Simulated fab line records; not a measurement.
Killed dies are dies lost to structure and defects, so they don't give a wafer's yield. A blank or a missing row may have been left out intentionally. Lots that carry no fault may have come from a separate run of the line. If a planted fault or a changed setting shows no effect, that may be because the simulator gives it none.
fab line records :: flow nand-harc :: part 2 of 2: steps 29 to 39 of 39
record:
  lots: 5
  wafers: 15
  last-day: 24
route steps=1159 shown A_STAIRCASE@694
lots that met no fault: taken from a fault-free run of the same line
start-h: start of the lot's first displayed wafer, in hours after the record's first day :: wait-h: time in hours since the lot's previous step :: " the same as in the row above :: L1.1+2: a row that stands for several wafers :: - no value, or no start was given :: * or withheld: withheld :: < > ~ a bound
route shown NAME@n: names a module that has steps shown in the file, with the first one's number in the route :: usual: mean/standard deviation taken from wafers without a fault :: same: alike in all rows :: chamber/n: place in a boat :: sites: readings site by site :: _std_site: standard deviation across them :: _edge_site: the outer-site mean with the inner-site mean subtracted :: radius-mm: how far each site lies from the wafer's centre :: mask NAME#n: copy n :: behind: the tool/chamber that last shaped the wafer :: hold: cause of the lot's hold/its duration in hours/its outcome :: device: the n, p or np transistor that did not switch :: end of line: tests of these same wafers at the route's end :: a step with no rows: only its recipe :: killed: dies lost to structure and defects at the first sort, not the wafer's yield :: map: shows each die of a wafer: x if killed, . if not, _ if none is there
set.NAME: the run value of the setting; set.NAME@STEP: its run value at that earlier step :: model.NAME: the simulator's own value behind a step, which no gauge read
lots seen at some steps along the route; tables by step, rows by wafer
services: when a tool's chamber went out of use (start-h, in hours from the record's first day, below 0 if earlier), for how many hours, and the reason
== steps ==
step: NHARC_A_STAIRCASE_ETCH_444
recipe:
  target-depth-a: 1.02e+05
  time-s: 3400
  c4f8-flow-sccm: 20
  o2-flow-sccm: 10
  ar-flow-sccm: withheld
  rf-w: 600
  bias-w: 1000
  chemistry: C4F8/O2
usual:
  oes-product-au: 0.928/0.013
  rf-vpp-V: 806/5.1
lot.wafer: L074.1
tool: rie-diel-11
chamber: 1
start-h: 299.09
wait-h: 0.1
oes-product-au: 0.926
rf-hours-counter-h: 42
rf-vpp-V: 802

lot.wafer: L074.3
tool: rie-diel-11
chamber: 0
start-h: 299.09
wait-h: 0.1
oes-product-au: 0.929
rf-hours-counter-h: 40
rf-vpp-V: 799

lot.wafer: L074.5
tool: rie-diel-11
chamber: 1
start-h: 299.09
wait-h: 0.1
oes-product-au: 0.934
rf-hours-counter-h: -
rf-vpp-V: 800

lot.wafer: L081.1
tool: rie-diel-12
chamber: 0
start-h: 347.73
wait-h: 0.3
oes-product-au: 0.911
rf-hours-counter-h: 46
rf-vpp-V: 807

lot.wafer: L081.2
tool: rie-diel-12
chamber: 1
start-h: 347.73
wait-h: 0.3
oes-product-au: 0.921
rf-hours-counter-h: 46
rf-vpp-V: 800

lot.wafer: L081.3
tool: rie-diel-12
chamber: 2
start-h: 347.73
wait-h: 0.3
oes-product-au: 0.922
rf-hours-counter-h: 45
rf-vpp-V: 808

lot.wafer: L083.1
tool: rie-diel-12
chamber: 3
start-h: 358.31
wait-h: 0.3
oes-product-au: 0.923
rf-hours-counter-h: 51
rf-vpp-V: 811

lot.wafer: L083.5
tool: rie-diel-12
chamber: 2
start-h: 358.31
wait-h: 0.3
oes-product-au: 0.925
rf-hours-counter-h: -
rf-vpp-V: 805

lot.wafer: L083.6
tool: rie-diel-12
chamber: 3
start-h: 358.31
wait-h: 0.3
oes-product-au: 0.928
rf-hours-counter-h: -
rf-vpp-V: 810

lot.wafer: L096.2
tool: rie-diel-11
chamber: 1
start-h: 442.77
wait-h: 0.3
oes-product-au: 0.922
rf-hours-counter-h: 27
rf-vpp-V: 800

lot.wafer: L096.6
tool: rie-diel-11
chamber: 0
start-h: 442.77
wait-h: 0.3
oes-product-au: 0.923
rf-hours-counter-h: -
rf-vpp-V: 815

lot.wafer: L096.5
tool: rie-diel-11
chamber: 1
start-h: 442.77
wait-h: 0.3
oes-product-au: 0.923
rf-hours-counter-h: -
rf-vpp-V: 801

lot.wafer: L097.4
tool: rie-diel-12
chamber: 0
start-h: 442.77
wait-h: 0.3
oes-product-au: 0.919
rf-hours-counter-h: 15
rf-vpp-V: 804

lot.wafer: L097.1
tool: rie-diel-12
chamber: 1
start-h: 442.77
wait-h: 0.3
oes-product-au: 0.926
rf-hours-counter-h: 16
rf-vpp-V: 800

lot.wafer: L097.5
tool: rie-diel-12
chamber: 0
start-h: 442.77
wait-h: 0.3
oes-product-au: 0.932
rf-hours-counter-h: -
rf-vpp-V: 807
step: NHARC_A_STAIRCASE_STRIP_446
recipe:
  power-w: 1500
  temp-c: 250
  chemistry: O2
usual:
  drypump-motor-current-A: 5.4/0.37
  heater-power-w: 312/14
lot.wafer: L074.1
tool: plasma-asher-02
chamber: 0
start-h: 301.41
wait-h: 0.1
drypump-motor-current-A: 5.8
heater-power-w: 336
rf-hours-counter-h: 37

lot.wafer: L074.3
tool: plasma-asher-02
chamber: 0
start-h: 301.41
wait-h: 0.1
drypump-motor-current-A: 5.8
heater-power-w: 324
rf-hours-counter-h: -

lot.wafer: L074.5
tool: plasma-asher-02
chamber: 1
start-h: 301.41
wait-h: 0.1
drypump-motor-current-A: 5.0
heater-power-w: 308
rf-hours-counter-h: -

lot.wafer: L081.2
tool: plasma-asher-01
chamber: 1
start-h: 349.94
wait-h: 0.2
drypump-motor-current-A: 5.0
heater-power-w: 290
rf-hours-counter-h: 20

lot.wafer: L081.1
tool: plasma-asher-01
chamber: 0
start-h: 349.94
wait-h: 0.2
drypump-motor-current-A: 5.6
heater-power-w: 315
rf-hours-counter-h: 20

lot.wafer: L081.3
tool: plasma-asher-01
chamber: 0
start-h: 349.94
wait-h: 0.2
drypump-motor-current-A: 5.6
heater-power-w: 305
rf-hours-counter-h: -

lot.wafer: L083.1
tool: plasma-asher-02
chamber: 0
start-h: 360.33
wait-h: 0.0
drypump-motor-current-A: 5.8
heater-power-w: 327
rf-hours-counter-h: 56

lot.wafer: L083.6
tool: plasma-asher-02
chamber: 0
start-h: 360.33
wait-h: 0.0
drypump-motor-current-A: 5.9
heater-power-w: 329
rf-hours-counter-h: -

lot.wafer: L083.5
tool: plasma-asher-02
chamber: 1
start-h: 360.33
wait-h: 0.0
drypump-motor-current-A: 5.1
heater-power-w: 310
rf-hours-counter-h: -

lot.wafer: L096.2
tool: plasma-asher-02
chamber: 1
start-h: 444.79
wait-h: 0.0
drypump-motor-current-A: 5.1
heater-power-w: 308
rf-hours-counter-h: 25

lot.wafer: L096.6
tool: plasma-asher-02
chamber: 1
start-h: 444.79
wait-h: 0.0
drypump-motor-current-A: 5.1
heater-power-w: 302
rf-hours-counter-h: -

lot.wafer: L096.5
tool: plasma-asher-02
chamber: 0
start-h: 444.79
wait-h: 0.0
drypump-motor-current-A: 5.9
heater-power-w: 324
rf-hours-counter-h: -

lot.wafer: L097.1
tool: plasma-asher-01
chamber: 0
start-h: 444.86
wait-h: 0.1
drypump-motor-current-A: 5.6
heater-power-w: 310
rf-hours-counter-h: 57

lot.wafer: L097.4
tool: plasma-asher-01
chamber: 1
start-h: 444.86
wait-h: 0.1
drypump-motor-current-A: 5.0
heater-power-w: 297
rf-hours-counter-h: -

lot.wafer: L097.5
tool: plasma-asher-01
chamber: 0
start-h: 444.86
wait-h: 0.1
drypump-motor-current-A: 5.6
heater-power-w: 318
rf-hours-counter-h: -
step: NHARC_A_STAIRCASE_STRIP_447
recipe:
  time-s: 900
  temp-c: 130
  chemistry: SPM
usual:
  bath-guard-temp-C: 129.9/0.57
lot.wafer: L074.5
tool: wet-bench-05
chamber: 6
start-h: 301.71
wait-h: 0.1
bath-guard-temp-C: 130.0

lot.wafer: L074.3
tool: wet-bench-05
chamber: 1
start-h: 301.71
wait-h: 0.1
bath-guard-temp-C: 129.1

lot.wafer: L074.1
tool: wet-bench-05
chamber: 3
start-h: 301.71
wait-h: 0.1
bath-guard-temp-C: 131.0

lot.wafer: L081.1
tool: wet-bench-01
chamber: 1
start-h: 350.29
wait-h: 0.3
bath-guard-temp-C: 130.6

lot.wafer: L081.3
tool: wet-bench-01
chamber: 3
start-h: 350.29
wait-h: 0.3
bath-guard-temp-C: 129.3

lot.wafer: L081.2
tool: wet-bench-01
chamber: 6
start-h: 350.29
wait-h: 0.3
bath-guard-temp-C: 129.6

lot.wafer: L083.1
tool: wet-bench-01
chamber: 1
start-h: 360.67
wait-h: 0.3
bath-guard-temp-C: 130.7

lot.wafer: L083.5
tool: wet-bench-01
chamber: 4
start-h: 360.67
wait-h: 0.3
bath-guard-temp-C: 130.4

lot.wafer: L083.6
tool: wet-bench-01
chamber: 6
start-h: 360.67
wait-h: 0.3
bath-guard-temp-C: 129.7

lot.wafer: L096.2
tool: wet-bench-05
chamber: 5
start-h: 445.14
wait-h: 0.3
bath-guard-temp-C: 129.9

lot.wafer: L096.5
tool: wet-bench-05
chamber: 7
start-h: 445.14
wait-h: 0.3
bath-guard-temp-C: 128.8

lot.wafer: L096.6
tool: wet-bench-05
chamber: 1
start-h: 445.14
wait-h: 0.3
bath-guard-temp-C: 129.2

lot.wafer: L097.5
tool: wet-bench-02
chamber: 1
start-h: 445.17
wait-h: 0.1
bath-guard-temp-C: 130.2

lot.wafer: L097.4
tool: wet-bench-02
chamber: 3
start-h: 445.17
wait-h: 0.1
bath-guard-temp-C: 129.3

lot.wafer: L097.1
tool: wet-bench-02
chamber: 5
start-h: 445.17
wait-h: 0.1
bath-guard-temp-C: 130.3
step: NHARC_A_STAIRCASE_PRECLEAN_448
recipe:
  time-s: *
  temp-c: 50
  bath-age-min: 0
  chemistry: SC1
usual:
  bath-guard-temp-C: 49.9/0.57
  h2o2-flow-mL-min: 56.61/0.18
  sc1-h2o2-end-mol-l: 0.3698/0.00072
lot.wafer: L074.5
tool: wet-bench-05
chamber: 6
start-h: -
wait-h: -
bath-guard-temp-C: 49.9
h2o2-flow-mL-min: 56.65
sc1-h2o2-end-mol-l: 0.3697

lot.wafer: L074.3
tool: wet-bench-05
chamber: 1
start-h: -
wait-h: -
bath-guard-temp-C: 49.1
h2o2-flow-mL-min: 56.82
sc1-h2o2-end-mol-l: 0.3689

lot.wafer: L074.1
tool: wet-bench-05
chamber: 3
start-h: -
wait-h: -
bath-guard-temp-C: 51.0
h2o2-flow-mL-min: 56.86
sc1-h2o2-end-mol-l: 0.3700

lot.wafer: L081.1
tool: wet-bench-01
chamber: 1
start-h: -
wait-h: -
bath-guard-temp-C: 50.8
h2o2-flow-mL-min: 56.52
sc1-h2o2-end-mol-l: 0.3705

lot.wafer: L081.3
tool: wet-bench-01
chamber: 3
start-h: -
wait-h: -
bath-guard-temp-C: 49.2
h2o2-flow-mL-min: 56.58
sc1-h2o2-end-mol-l: 0.3714

lot.wafer: L081.2
tool: wet-bench-01
chamber: 6
start-h: -
wait-h: -
bath-guard-temp-C: 50.0
h2o2-flow-mL-min: 56.50
sc1-h2o2-end-mol-l: 0.3697

lot.wafer: L083.1
tool: wet-bench-01
chamber: 1
start-h: -
wait-h: -
bath-guard-temp-C: 50.8
h2o2-flow-mL-min: 56.61
sc1-h2o2-end-mol-l: 0.3701

lot.wafer: L083.5
tool: wet-bench-01
chamber: 4
start-h: -
wait-h: -
bath-guard-temp-C: 49.9
h2o2-flow-mL-min: 56.35
sc1-h2o2-end-mol-l: 0.3683

lot.wafer: L083.6
tool: wet-bench-01
chamber: 6
start-h: -
wait-h: -
bath-guard-temp-C: 49.8
h2o2-flow-mL-min: 56.52
sc1-h2o2-end-mol-l: 0.3699

lot.wafer: L096.2
tool: wet-bench-05
chamber: 5
start-h: -
wait-h: -
bath-guard-temp-C: 49.7
h2o2-flow-mL-min: 56.22
sc1-h2o2-end-mol-l: 0.3688

lot.wafer: L096.5
tool: wet-bench-05
chamber: 7
start-h: -
wait-h: -
bath-guard-temp-C: 49.1
h2o2-flow-mL-min: 56.69
sc1-h2o2-end-mol-l: 0.3709

lot.wafer: L096.6
tool: wet-bench-05
chamber: 1
start-h: -
wait-h: -
bath-guard-temp-C: 49.1
h2o2-flow-mL-min: 56.64
sc1-h2o2-end-mol-l: 0.3703

lot.wafer: L097.5
tool: wet-bench-02
chamber: 1
start-h: -
wait-h: -
bath-guard-temp-C: 50.4
h2o2-flow-mL-min: 56.92
sc1-h2o2-end-mol-l: 0.3695

lot.wafer: L097.4
tool: wet-bench-02
chamber: 3
start-h: -
wait-h: -
bath-guard-temp-C: 49.3
h2o2-flow-mL-min: 56.42
sc1-h2o2-end-mol-l: 0.3702

lot.wafer: L097.1
tool: wet-bench-02
chamber: 5
start-h: -
wait-h: -
bath-guard-temp-C: 50.7
h2o2-flow-mL-min: 56.45
sc1-h2o2-end-mol-l: 0.3696
step: NHARC_A_STAIRCASE_SRD_449
lot.wafer: L074.5+3+1
tool: wet-bench-05
chamber: 6,1,3
start-h: -
wait-h: -

lot.wafer: L081.1+3+2
tool: wet-bench-01
chamber: 1,3,6
start-h: -
wait-h: -

lot.wafer: L083.1+5+6
tool: wet-bench-01
chamber: 1,4,6
start-h: -
wait-h: -

lot.wafer: L096.2+5+6
tool: wet-bench-05
chamber: 5,7,1
start-h: -
wait-h: -

lot.wafer: L097.5+4+1
tool: wet-bench-02
chamber: 1,3,5
start-h: -
wait-h: -
step: NHARC_A_STAIRCASE_CMP_450
recipe:
  target-thk-nm: 200
  material: SiO2
usual:
  motor-current-A: 12.0/1
lot.wafer: L074.1
tool: cmp-01
chamber: 2
start-h: 302.18
wait-h: -
motor-current-A: 10.8

lot.wafer: L074.3
tool: cmp-01
chamber: 0
start-h: 302.18
wait-h: -
motor-current-A: 11.6

lot.wafer: L074.5
tool: cmp-01
chamber: 1
start-h: 302.18
wait-h: -
motor-current-A: 11.2

lot.wafer: L081.2
tool: cmp-01
chamber: 0
start-h: 350.74
wait-h: -
motor-current-A: 11.3

lot.wafer: L081.3
tool: cmp-01
chamber: 2
start-h: 350.74
wait-h: -
motor-current-A: 11.2

lot.wafer: L081.1
tool: cmp-01
chamber: 3
start-h: 350.74
wait-h: -
motor-current-A: 13.1

lot.wafer: L083.1
tool: cmp-01
chamber: 3
start-h: 361.14
wait-h: -
motor-current-A: 13.1

lot.wafer: L083.5
tool: cmp-01
chamber: 2
start-h: 361.14
wait-h: -
motor-current-A: 10.8

lot.wafer: L083.6
tool: cmp-01
chamber: 3
start-h: 361.14
wait-h: -
motor-current-A: 13.0

lot.wafer: L096.2
tool: cmp-02
chamber: 2
start-h: 445.63
wait-h: -
motor-current-A: 11.9

lot.wafer: L096.6
tool: cmp-02
chamber: 0
start-h: 445.63
wait-h: -
motor-current-A: 13.2

lot.wafer: L096.5
tool: cmp-02
chamber: 1
start-h: 445.63
wait-h: -
motor-current-A: 10.9

lot.wafer: L097.4
tool: cmp-04
chamber: 3
start-h: 445.63
wait-h: -
motor-current-A: 10.9

lot.wafer: L097.1
tool: cmp-04
chamber: 0
start-h: 445.63
wait-h: -
motor-current-A: 13.0

lot.wafer: L097.5
tool: cmp-04
chamber: 3
start-h: 445.63
wait-h: -
motor-current-A: 10.7
step: NHARC_A_STAIRCASE_CMP_152
usual:
  motor-current-A: 12.1/1.1
lot.wafer: L074.1
tool: cmp-01
chamber: 2
start-h: 302.26
wait-h: 0.1
motor-current-A: 10.4

lot.wafer: L074.3
tool: cmp-01
chamber: 0
start-h: 302.26
wait-h: 0.1
motor-current-A: 11.9

lot.wafer: L074.5
tool: cmp-01
chamber: 1
start-h: 302.26
wait-h: 0.1
motor-current-A: 10.9

lot.wafer: L081.2
tool: cmp-01
chamber: 0
start-h: 350.82
wait-h: 0.1
motor-current-A: 11.7

lot.wafer: L081.3
tool: cmp-01
chamber: 2
start-h: 350.82
wait-h: 0.1
motor-current-A: 10.6

lot.wafer: L081.1
tool: cmp-01
chamber: 3
start-h: 350.82
wait-h: 0.1
motor-current-A: 12.5

lot.wafer: L083.1
tool: cmp-01
chamber: 3
start-h: 361.21
wait-h: 0.1
motor-current-A: 13.8

lot.wafer: L083.5
tool: cmp-01
chamber: 2
start-h: 361.21
wait-h: 0.1
motor-current-A: 10.9

lot.wafer: L083.6
tool: cmp-01
chamber: 3
start-h: 361.21
wait-h: 0.1
motor-current-A: 13.6

lot.wafer: L097.4
tool: cmp-04
chamber: 3
start-h: 445.70
wait-h: 0.1
motor-current-A: 11.1

lot.wafer: L097.1
tool: cmp-04
chamber: 0
start-h: 445.70
wait-h: 0.1
motor-current-A: 12.3

lot.wafer: L097.5
tool: cmp-04
chamber: 3
start-h: 445.70
wait-h: 0.1
motor-current-A: 11.0

lot.wafer: L096.2
tool: cmp-02
chamber: 2
start-h: 445.70
wait-h: 0.1
motor-current-A: 12.3

lot.wafer: L096.6
tool: cmp-02
chamber: 0
start-h: 445.70
wait-h: 0.1
motor-current-A: 13.2

lot.wafer: L096.5
tool: cmp-02
chamber: 1
start-h: 445.70
wait-h: 0.1
motor-current-A: 11.6
step: NHARC_A_STAIRCASE_SRD_154
lot.wafer: L074.5+3+1
tool: wet-bench-02
chamber: 1,2,4
start-h: 305.40
wait-h: 0.0

lot.wafer: L081.2+1+3
tool: wet-bench-05
chamber: 1,2,4
start-h: 351.11
wait-h: 0.0

lot.wafer: L083.1+6+5
tool: wet-bench-05
chamber: 6,7,2
start-h: 361.49
wait-h: 0.0

lot.wafer: L096.5+2+6
tool: wet-bench-05
chamber: 0,1,2
start-h: 445.97
wait-h: 0.0

lot.wafer: L097.1+5+4
tool: wet-bench-02
chamber: 2,4,5
start-h: 445.99
wait-h: 0.0
step: NHARC_A_STAIRCASE_ETCH_403
recipe:
  target-depth-a: 1082
  chemistry: dHF
  material: SiO2
lot.wafer: L074.5+3+1
tool: wet-bench-02
chamber: 1,2,4
start-h: 305.43
wait-h: 0.0

lot.wafer: L081.2+1+3
tool: wet-bench-05
chamber: 1,2,4
start-h: 351.13
wait-h: 0.0

lot.wafer: L083.1+6+5
tool: wet-bench-05
chamber: 6,7,2
start-h: 361.52
wait-h: 0.0

lot.wafer: L096.5+2+6
tool: wet-bench-05
chamber: 0,1,2
start-h: 445.99
wait-h: 0.0

lot.wafer: L097.1+5+4
tool: wet-bench-02
chamber: 2,4,5
start-h: 446.02
wait-h: 0.0
step: NHARC_A_STAIRCASE_ETCHBACK_422
recipe:
  target-depth-a: 400
  over-etch-frac: 0.3
  time-s: 74.286
  ion-energy-ev: 120
  ch3f-flow-sccm: 50
  o2-flow-sccm: 30
  ar-flow-sccm: 200
  rf-w: 500
  bias-w: 100
  chemistry: CH3F/O2
usual:
  drypump-motor-current-A: 5.5/0.48
  oes-product-au: 0.97/0.038
  rf-vpp-V: 244.1/1.8
  showerhead-plenum-p-Torr: 2.45/0.12
  throttle-valve-pct: 20.664/0.0091
lot.wafer: L074.3
tool: rie-diel-04
chamber: 3
start-h: 305.58
wait-h: 0.1
drypump-motor-current-A: 5.3
oes-product-au: 1.00
rf-hours-counter-h: 4
rf-vpp-V: 244.3
showerhead-plenum-p-Torr: 2.55
throttle-valve-pct: 20.664

lot.wafer: L074.1
tool: rie-diel-04
chamber: 0
start-h: 305.58
wait-h: 0.1
drypump-motor-current-A: 5.0
oes-product-au: 1.01
rf-hours-counter-h: 4
rf-vpp-V: 243.1
showerhead-plenum-p-Torr: 2.31
throttle-valve-pct: 20.655

lot.wafer: L074.5
tool: rie-diel-04
chamber: 2
start-h: 305.58
wait-h: 0.1
drypump-motor-current-A: 5.7
oes-product-au: 0.99
rf-hours-counter-h: -
rf-vpp-V: 243.1
showerhead-plenum-p-Torr: 2.40
throttle-valve-pct: 20.679

lot.wafer: L081.3
tool: rie-diel-12
chamber: 0
start-h: 351.28
wait-h: 0.1
drypump-motor-current-A: 5.8
oes-product-au: 1.00
rf-hours-counter-h: 49
rf-vpp-V: 242.8
showerhead-plenum-p-Torr: 2.44
throttle-valve-pct: 20.653

lot.wafer: L081.2
tool: rie-diel-12
chamber: 2
start-h: 351.28
wait-h: 0.1
drypump-motor-current-A: 5.8
oes-product-au: 1.01
rf-hours-counter-h: 47
rf-vpp-V: 242.4
showerhead-plenum-p-Torr: 2.45
throttle-valve-pct: 20.660

lot.wafer: L081.1
tool: rie-diel-12
chamber: 3
start-h: 351.28
wait-h: 0.1
drypump-motor-current-A: 5.9
oes-product-au: 1.01
rf-hours-counter-h: 48
rf-vpp-V: 245.4
showerhead-plenum-p-Torr: 2.54
throttle-valve-pct: 20.660

lot.wafer: L083.1
tool: rie-diel-04
chamber: 1
start-h: 361.70
wait-h: 0.2
drypump-motor-current-A: 6.2
oes-product-au: 0.92
rf-hours-counter-h: 20
rf-vpp-V: 241.0
showerhead-plenum-p-Torr: 2.36
throttle-valve-pct: 20.663

lot.wafer: L083.5
tool: rie-diel-04
chamber: 2
start-h: 361.70
wait-h: 0.2
drypump-motor-current-A: 5.7
oes-product-au: 0.93
rf-hours-counter-h: -
rf-vpp-V: 241.8
showerhead-plenum-p-Torr: 2.39
throttle-valve-pct: 20.668

lot.wafer: L083.6
tool: rie-diel-04
chamber: 3
start-h: 361.70
wait-h: 0.2
drypump-motor-current-A: 5.3
oes-product-au: 0.93
rf-hours-counter-h: -
rf-vpp-V: 246.3
showerhead-plenum-p-Torr: 2.54
throttle-valve-pct: 20.667

lot.wafer: L096.2
tool: rie-diel-12
chamber: 2
start-h: 446.54
wait-h: 0.5
drypump-motor-current-A: 5.8
oes-product-au: 0.92
rf-hours-counter-h: 19
rf-vpp-V: 243.7
showerhead-plenum-p-Torr: 2.43
throttle-valve-pct: 20.666

lot.wafer: L096.5
tool: rie-diel-12
chamber: 0
start-h: 446.54
wait-h: 0.5
drypump-motor-current-A: 5.7
oes-product-au: 0.92
rf-hours-counter-h: -
rf-vpp-V: 244.2
showerhead-plenum-p-Torr: 2.43
throttle-valve-pct: 20.675

lot.wafer: L096.6
tool: rie-diel-12
chamber: 1
start-h: 446.54
wait-h: 0.5
drypump-motor-current-A: 5.0
oes-product-au: 0.91
rf-hours-counter-h: -
rf-vpp-V: 241.0
showerhead-plenum-p-Torr: 2.32
throttle-valve-pct: 20.653

lot.wafer: L097.1
tool: rie-diel-04
chamber: 1
start-h: 446.59
wait-h: 0.6
drypump-motor-current-A: 6.2
oes-product-au: 0.92
rf-hours-counter-h: 51
rf-vpp-V: 242.2
showerhead-plenum-p-Torr: 2.35
throttle-valve-pct: 20.663

lot.wafer: L097.4
tool: rie-diel-04
chamber: 2
start-h: 446.59
wait-h: 0.6
drypump-motor-current-A: 5.7
oes-product-au: 0.92
rf-hours-counter-h: 58
rf-vpp-V: 242.8
showerhead-plenum-p-Torr: 2.38
throttle-valve-pct: 20.673

lot.wafer: L097.5
tool: rie-diel-04
chamber: 0
start-h: 446.59
wait-h: 0.6
drypump-motor-current-A: 5.0
oes-product-au: 0.93
rf-hours-counter-h: -
rf-vpp-V: 242.8
showerhead-plenum-p-Torr: 2.29
throttle-valve-pct: 20.676
step: NHARC_A_STAIRCASE_ETCH_423
recipe:
  target-depth-a: 300
  chemistry: dHF
  material: SiO2
lot.wafer: L074.3+5+1
tool: wet-bench-01
chamber: 7,0,3
start-h: 305.78
wait-h: 0.2

lot.wafer: L081.3+2+1
tool: wet-bench-02
chamber: 1,2,3
start-h: 351.48
wait-h: 0.2

lot.wafer: L083.6+5+1
tool: wet-bench-01
chamber: 4,7,0
start-h: 361.82
wait-h: 0.1

lot.wafer: L096.2+6+5
tool: wet-bench-02
chamber: 3,5,0
start-h: 446.67
wait-h: 0.1

lot.wafer: L097.4+1+5
tool: wet-bench-05
chamber: 7,0,2
start-h: 446.77
wait-h: 0.1
== services ==
tool: litho-track-05
chamber: -
start-h: 237.00
hours: 7.0
kind: pm

tool: pecvd-01
chamber: -
start-h: 237.26
hours: 13.0
kind: pm

tool: cmp-01
chamber: -
start-h: 247.27
hours: 1.2
kind: repair

tool: pecvd-03
chamber: 1
start-h: 258.94
hours: 2.9
kind: repair

tool: pecvd-04
chamber: 1
start-h: 277.06
hours: 12.1
kind: repair

tool: cmp-01
chamber: -
start-h: 277.53
hours: 4.0
kind: pm

tool: rie-diel-04
chamber: -
start-h: 288.90
hours: 9.0
kind: pm

tool: pecvd-03
chamber: -
start-h: 292.36
hours: 13.0
kind: pm

tool: pecvd-03
chamber: -
start-h: 323.59
hours: 2.8
kind: repair

tool: litho-track-02
chamber: -
start-h: 340.00
hours: 7.0
kind: pm

tool: wet-bench-02
chamber: -
start-h: 356.00
hours: 8.0
kind: pm

tool: rie-diel-11
chamber: 2
start-h: 363.14
hours: 3.9
kind: repair

tool: rie-diel-11
chamber: -
start-h: 366.82
hours: 9.0
kind: pm

tool: wet-bench-05
chamber: -
start-h: 372.80
hours: 8.0
kind: pm

tool: cmp-01
chamber: -
start-h: 375.53
hours: 4.0
kind: pm

tool: pecvd-04
chamber: -
start-h: 376.48
hours: 13.0
kind: pm

tool: rie-diel-12
chamber: -
start-h: 379.69
hours: 9.0
kind: pm

tool: cmp-01
chamber: -
start-h: 387.49
hours: 44.4
kind: repair

tool: litho-track-03
chamber: -
start-h: 388.03
hours: 7.0
kind: pm

tool: wet-bench-01
chamber: -
start-h: 389.60
hours: 8.0
kind: pm

tool: rie-diel-12
chamber: 3
start-h: 406.51
hours: 1.2
kind: repair

tool: litho-track-05
chamber: -
start-h: 412.00
hours: 7.0
kind: pm

tool: pecvd-01
chamber: -
start-h: 418.26
hours: 13.0
kind: pm

tool: rie-diel-12
chamber: -
start-h: 423.86
hours: 1.4
kind: repair
